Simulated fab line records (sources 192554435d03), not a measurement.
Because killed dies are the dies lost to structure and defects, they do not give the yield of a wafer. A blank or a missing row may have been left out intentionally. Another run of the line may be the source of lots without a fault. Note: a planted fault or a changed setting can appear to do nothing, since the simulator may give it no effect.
Chamber matching	flow n5-finfet	rie-diel-01 running N5_BEOL_M5_DESCUM_33: 4 sister chambers
The step chemistry O2, time 7 s. 22 wafers are shown with their chamber, then 11 later ones without.

== WAFERS WITH THEIR CHAMBER ==
wafer	chamber	drypump-motor-current-A (A)	throttle-valve-pct (%)	showerhead-plenum-p-Torr (Torr)
L074.1	3	5.66	20.09	2.01
L074.2	0	5.08	20.61	2.12
L074.3	2	5.67	20.59	2.07
L075.1	1	5.60	20.49	2.16
L075.4	0	5.06	20.61	2.12
L075.5	1	5.57	20.48	2.16
L077.2	2	5.68	20.59	2.07
L077.3	1	5.61	20.50	2.16
L077.6	3	5.67	20.10	2.01
L078.2	1	5.56	20.50	2.16
L078.5	1	5.58	20.49	2.16
L078.6	2	5.69	20.61	2.07
L084.1	0	5.06	20.64	2.12
L084.2	3	5.67	20.07	2.00
L084.5	1	5.61	20.51	2.15
L085.1	3	5.67	20.10	2.00
L085.2	0	5.05	20.64	2.11
L085.6	0	5.05	20.65	2.11
L089.1	3	5.67	20.10	2.00
L089.2	2	5.68	20.63	2.06
L089.5	2	5.70	20.64	2.06
L092.1	0	5.08	20.67	2.11

SIGNATURES (means of the wafers above)
reading	chamber 0	chamber 1	chamber 2	chamber 3	scatter within a chamber
drypump-motor-current-A	5.0633	5.5883	5.6840	5.6680	0.0146
throttle-valve-pct	20.6367	20.4950	20.6120	20.0920	0.0183
showerhead-plenum-p-Torr	2.1150	2.1583	2.0660	2.0040	0.00513
Rule: for each reading, subtract the chamber's mean from the wafer's reading, divide by that reading's scatter and square the result; add these up over the readings and take the root, which gives the wafer's distance from the chamber. If the next closest chamber is less than 2 further off than the closest, the wafer can't be placed; otherwise it belongs to the closest. The scatter: take each reading less its chamber's mean, square it, sum over the shown wafers, divide by the number of wafers less the number of chambers, and take the root.

== WAFERS WHOSE CHAMBER IS MISSING ==
wafer	drypump-motor-current-A (A)	throttle-valve-pct (%)	showerhead-plenum-p-Torr (Torr)
L092.3	5.59	20.52	2.15
L092.5	5.59	20.53	2.15
L091.3	5.62	20.54	2.15
L091.4	5.56	20.55	2.15
L091.5	5.68	20.12	2.00
L093.3	5.67	20.13	2.00
L093.5	5.07	20.64	2.11
L093.6	5.67	20.12	2.00
L095.2	5.05	20.64	2.11
L095.5	5.64	20.11	2.00
L095.6	5.56	20.54	2.14

== THE CHAMBER EACH PASSED THROUGH ==
wafer	from the rows above	in truth
L092.3	1	1
L092.5	1	1
L091.3	1	1
L091.4	1	1
L091.5	3	3
L093.3	3	3
L093.5	0	0
L093.6	3	3
L095.2	0	0
L095.5	3	3
L095.6	1	1
Correct placement for 11 of the 11. Can't be placed from these rows: 0. 0 placed wrongly.
